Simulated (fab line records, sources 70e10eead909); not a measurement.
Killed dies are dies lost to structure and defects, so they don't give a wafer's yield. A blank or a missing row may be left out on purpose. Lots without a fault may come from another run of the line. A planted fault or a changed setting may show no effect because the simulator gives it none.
fab line records | flow nand_harc | part 2 of 2: steps 31 to 36 of 36
record lots=5 wafers=15 last_day=33
route steps=1302 shown P_ZERO_WELL@56 P_STI@69
lots that met no fault: from a run of the same line without faults
start_h: hours from the record's first day to the start of the lot's first wafer shown | wait_h: hours since the lot's step before | " the same as in the row above | L1.1+2: a row that stands for several wafers | - no value, or no start given | * or withheld: withheld | < > ~ a bound
route shown NAME@n: a module of which the file shows steps, and the number in the route of the first | usual: mean/standard deviation of fault-free wafers | same: alike in all rows | chamber/n: place in a boat | sites: the reading at each site | _std_site: their standard deviation | _edge_site: outer sites' mean less inner sites' | radius_mm: how far each site lies from the wafer's centre | mask NAME#n: copy n | behind: the tool/chamber that last shaped the wafer | hold: why the lot was held/for how many hours/how that ended | device: the transistor (n, p or np) that didn't switch | end of line: the same wafers' tests at the end of the route | a step without rows: its recipe alone | killed: dies lost to structure and defects at the first sort, not the wafer's yield | map: a wafer's dies, x killed, . not, _ none there
set.NAME: the setting as run; set.NAME@STEP: as run at that earlier step | model.NAME: the simulator's own value behind a step, which no gauge read
lots at some steps of the route; a table a step, a row a wafer
services: from which hour (start_h, from the record's first day; less than 0 if before it) a tool's chamber was out of use, for how many hours, and why
## steps
# step NHARC_P_STI_HARDBAKE_13
# recipe temp_c=118 time_s=65
# usual exhaust_pa=45.1/1
# columns lot.wafer tool chamber start_h wait_h exhaust_pa
L076.1 litho_track-03 0 62.89 0.1 45.6
L076.2 " 0 " " 45.0
L076.4 " 0 " " 45.0
L078.3 litho_track-02 0 84.47 0.1 43.8
L078.4 " 0 " " 44.6
L078.6 " 0 " " 44.5
L088.2 litho_track-03 0 182.99 0.1 45.0
L088.4 " 0 " " 44.4
L088.6 " 0 " " 43.9
L091.1 litho_track-03 0 212.03 0.1 44.4
L091.3 " 0 " " 44.0
L091.6 " 0 " " 46.7
L096.3 litho_track-02 0 262.19 0.1 45.8
L096.4 " 0 " " 44.8
L096.5 " 0 " " 43.9
# step NHARC_P_STI_DESCUM_14
# recipe time_s=3 o2_flow_sccm=200 ar_flow_sccm=0 bias_power_w=0 chemistry=O2
# usual drypump_motor_current_A=5.6/0.35 mfc_ar_sccm=0.009/0.011 oes_product_au=1.000/0.008 rf_vpp_V=57.6/0.85 showerhead_plenum_p_Torr=1.89/0.073 throttle_valve_pct=11.311/0.0094
# columns lot.wafer tool chamber start_h wait_h drypump_motor_current_A mfc_ar_sccm oes_product_au rf_hours_counter_h rf_vpp_V showerhead_plenum_p_Torr throttle_valve_pct
L076.2 rie_diel-08 0 62.97 - 5.2 0 0.989 3 58.8 2.04 11.315
L076.4 " 1 " " 6.2 0.026 0.987 3 56.8 1.79 11.306
L076.1 " 3 " " 5.7 0.030 1.004 3 55.9 1.79 11.307
L078.4 rie_diel-02 1 84.54 - 5.8 0 0.994 1 59.3 1.94 11.293
L078.3 " 3 " " 6.1 0.034 1.000 1 56.9 1.80 11.313
L078.6 " 1 " " 5.8 0 0.993 - 58.6 1.94 11.298
L088.4 rie_diel-02 3 183.07 - 6.1 0.034 0.998 6 56.4 1.80 11.319
L088.2 " 0 " " 6.1 0.006 1.002 5 58.3 1.89 11.300
L088.6 " 3 " " 6.1 0.034 1.003 - 57.4 1.80 11.308
L091.3 rie_diel-02 3 212.10 - 6.1 0.034 0.997 8 56.5 1.80 11.312
L091.1 " 1 " " 5.8 0 0.988 7 57.0 1.94 11.317
L091.6 " 3 " " 6.1 0.034 0.997 - 57.5 1.80 11.320
L096.4 rie_diel-02 3 262.28 - 6.1 0.034 0.994 2 56.8 1.80 11.308
L096.3 " 0 " " 6.1 0.006 1.003 2 58.1 1.89 11.299
L096.5 " 1 " " 5.8 0 0.994 - 57.4 1.94 11.309
# step NHARC_P_STI_ETCH_42
# recipe target_depth_a=800 overetch_a=240 time_s=61 ion_energy_ev=200 n2_flow_sccm=150 h2_flow_sccm=150 ar_flow_sccm=0 rf_w=400 bias_w=150 chemistry=N2/H2
# usual drypump_motor_current_A=5.7/0.35 mfc_ar_sccm=0.009/0.012 oes_product_au=1.001/0.0085 rf_vpp_V=429.7/2.2 showerhead_plenum_p_Torr=2.01/0.077 throttle_valve_pct=14.173/0.0085
# columns lot.wafer tool chamber start_h wait_h drypump_motor_current_A mfc_ar_sccm oes_product_au rf_hours_counter_h rf_vpp_V showerhead_plenum_p_Torr throttle_valve_pct
L076.1 rie_diel-08 3 63.05 0.1 5.7 0.030 1.004 3 427.2 1.91 14.169
L076.2 " 0 " " 5.2 0 0.998 3 434.9 2.18 14.167
L076.4 " 1 " " 6.2 0.026 0.999 3 427.1 1.91 14.163
L078.3 rie_diel-02 1 84.63 0.1 5.8 0 0.998 1 432.0 2.07 14.152
L078.4 " 3 " " 6.1 0.034 1.008 1 428.2 1.92 14.167
L078.6 " 1 " " 5.8 0 0.998 - 431.5 2.07 14.188
L088.4 rie_diel-02 0 183.15 0.1 6.1 0.006 0.998 5 429.9 2.02 14.156
L088.2 " 3 " " 6.1 0.034 0.994 6 425.8 1.91 14.185
L088.6 " 0 " " 6.1 0.006 0.995 - 430.9 2.02 14.179
L091.1 rie_diel-02 1 212.19 0.1 5.8 0 0.996 7 429.8 2.06 14.164
L091.3 " 0 " " 6.1 0.006 0.989 8 429.5 2.02 14.170
L091.6 " 1 " " 5.8 0 0.987 - 430.5 2.06 14.174
L096.4 rie_diel-02 3 262.34 0.1 6.1 0.034 0.999 2 426.7 1.91 14.177
L096.3 " 1 " " 5.9 0 1.000 2 431.9 2.06 14.174
L096.5 " 3 " " 6.1 0.034 1.016 - 428.0 1.91 14.170
# step NHARC_P_STI_ETCH_31
# recipe target_depth_a=1089 time_s=54.5 cf4_flow_sccm=100 chf3_flow_sccm=30 ar_flow_sccm=0 rf_w=500 bias_w=200 chemistry=CF4/CHF3
# usual cf4_flow_sccm=100.00/0.29 drypump_motor_current_A=5.7/0.36 mfc_ar_sccm=0.010/0.012 oes_product_au=0.966/0.016 rf_vpp_V=369.8/2.2 showerhead_plenum_p_Torr=1.55/0.059 throttle_valve_pct=16.802/0.01
# columns lot.wafer tool chamber start_h wait_h cf4_flow_sccm drypump_motor_current_A mfc_ar_sccm oes_product_au rf_hours_counter_h rf_vpp_V showerhead_plenum_p_Torr throttle_valve_pct
L076.1 rie_diel-08 2 - - 99.53 5.3 0.017 0.976 3 370.7 1.61 16.774
L076.2 " 3 " " 99.62 5.6 0.030 0.989 3 368.0 1.48 16.797
L076.4 " 0 " " 99.83 5.2 0 0.963 3 373.5 1.67 16.796
L078.4 rie_diel-02 1 - - 100.16 5.8 0 0.960 1 371.3 1.59 16.808
L078.3 " 0 " " 99.99 6.1 0.006 0.977 1 370.4 1.56 16.811
L078.6 " 2 " " 100.03 5.2 0.005 0.962 - 370.1 1.57 16.808
L088.2 rie_diel-02 2 - - 99.95 5.2 0.005 0.953 6 371.0 1.57 16.813
L088.4 " 3 " " 100.03 6.1 0.034 0.949 6 366.5 1.48 16.819
L088.6 " 0 " " 99.48 6.1 0.006 0.972 - 369.7 1.56 16.779
L091.1 rie_diel-02 0 - - 100.28 6.1 0.006 0.951 8 368.7 1.56 16.795
L091.3 " 2 " " 100.48 5.2 0.005 0.975 8 371.1 1.56 16.792
L091.6 " 3 " " 100.03 6.1 0.034 0.952 - 368.1 1.48 16.810
L096.4 rie_diel-02 2 - - 99.73 5.2 0.005 0.959 2 370.2 1.56 16.813
L096.3 " 3 " " 99.51 6.1 0.034 0.973 2 368.8 1.48 16.803
L096.5 " 2 " " 100.62 5.2 0.005 0.976 - 370.4 1.56 16.806
# step NHARC_P_STI_ETCH_15
# recipe target_depth_a=3000 taper_deg=4 time_s=100.1 hbr_flow_sccm=150 cl2_flow_sccm=50 rf_w=400 icp_w=400 bias_w=100 chemistry=HBr/Cl2
# usual drypump_motor_current_A=5.7/0.52 hbr_flow_sccm=150.0/0.44 oes_product_au=1.000/0.0081 throttle_valve_pct=26.406/0.0091
# columns lot.wafer tool chamber start_h wait_h drypump_motor_current_A hbr_flow_sccm oes_product_au rf_hours_counter_h throttle_valve_pct
L076.4 rie_si-01 0 63.24 - 4.7 150.0 1.000 0.3 26.399
L076.1 " 1 " " 5.9 150.2 1.007 0.3 26.420
L076.2 " 2 " " 4.9 150.0 1.002 0.1 26.389
L078.3 rie_si-03 1 84.83 - 5.4 150.2 0.997 0.3 26.397
L078.4 " 3 " " 6.3 150.9 1.002 0.2 26.399
L078.6 " 0 " " 5.3 149.7 1.007 - 26.411
L088.2 rie_si-03 3 183.36 - 6.3 151.0 1.001 0.8 26.401
L088.4 " 0 " " 5.4 149.8 0.998 0.9 26.405
L088.6 " 3 " " 6.3 150.4 0.998 - 26.400
L091.1 rie_si-03 2 212.38 - 5.6 150.6 0.983 1.1 26.408
L091.3 " 1 " " 5.4 149.9 1.003 1.2 26.416
L091.6 " 2 " " 5.5 150.4 0.988 - 26.404
L096.4 rie_si-05 2 262.54 - 6.4 149.2 0.996 0.8 26.394
L096.3 " 1 " " 5.1 150.2 1.007 0.9 26.392
L096.5 " 3 " " 5.5 150.1 1.007 - 26.400
# step NHARC_P_STI_CD_MEAS_16
# usual cd_nm=200.4/2.4
# columns lot.wafer tool chamber start_h wait_h cd_nm
L076.1 cd_sem-02 - 63.40 - 201.4
L076.2 " - " " 198.4
L076.4 " - " " 199.0
L078.3 cd_sem-02 - 84.99 - 197.8
L078.4 " - " " 200.8
L078.6 " - " " 198.5
L088.2 cd_sem-03 - 183.51 - 201.7
L088.4 " - " " 198.4
L088.6 " - " " 202.3
L091.1 cd_sem-01 - 212.54 - 200.3
L091.3 " - " " 199.2
L091.6 " - " " 200.1
L096.3 cd_sem-02 - 262.70 - 198.7
L096.4 " - " " 197.9
L096.5 " - " " 199.7
## services
# columns tool chamber start_h hours kind
rie_diel-02 - 39.70 9.0 pm
litho_track-02 - 52.00 7.0 pm
wet_bench-05 - 55.19 0.9 repair
krf_scanner-02 - 65.97 0.4 repair
wet_bench-09 - 66.56 1.5 repair
krf_scanner-02 - 73.71 2.0 repair
litho_track-07 - 76.00 7.0 pm
wet_bench-05 - 84.80 8.0 pm
rie_diel-02 2 86.30 3.6 repair
krf_scanner-02 - 94.00 4.0 pm
litho_track-03 - 100.00 7.0 pm
wet_bench-01 - 101.60 8.0 pm
wet_bench-09 - 105.79 1.7 repair
krf_scanner-02 - 109.88 1.8 repair
litho_track-05 - 124.00 7.0 pm
rie_diel-02 1 124.25 11.6 repair
implanter-02 - 146.00 13.0 pm
rie_diel-02 - 216.70 9.0 pm
litho_track-02 - 227.00 7.0 pm
rie_diel-02 - 228.63 0.2 repair
krf_scanner-02 - 247.98 0.6 repair
litho_track-07 - 251.00 7.0 pm
rie_diel-02 - 254.42 1.1 repair
wet_bench-05 - 260.80 8.0 pm
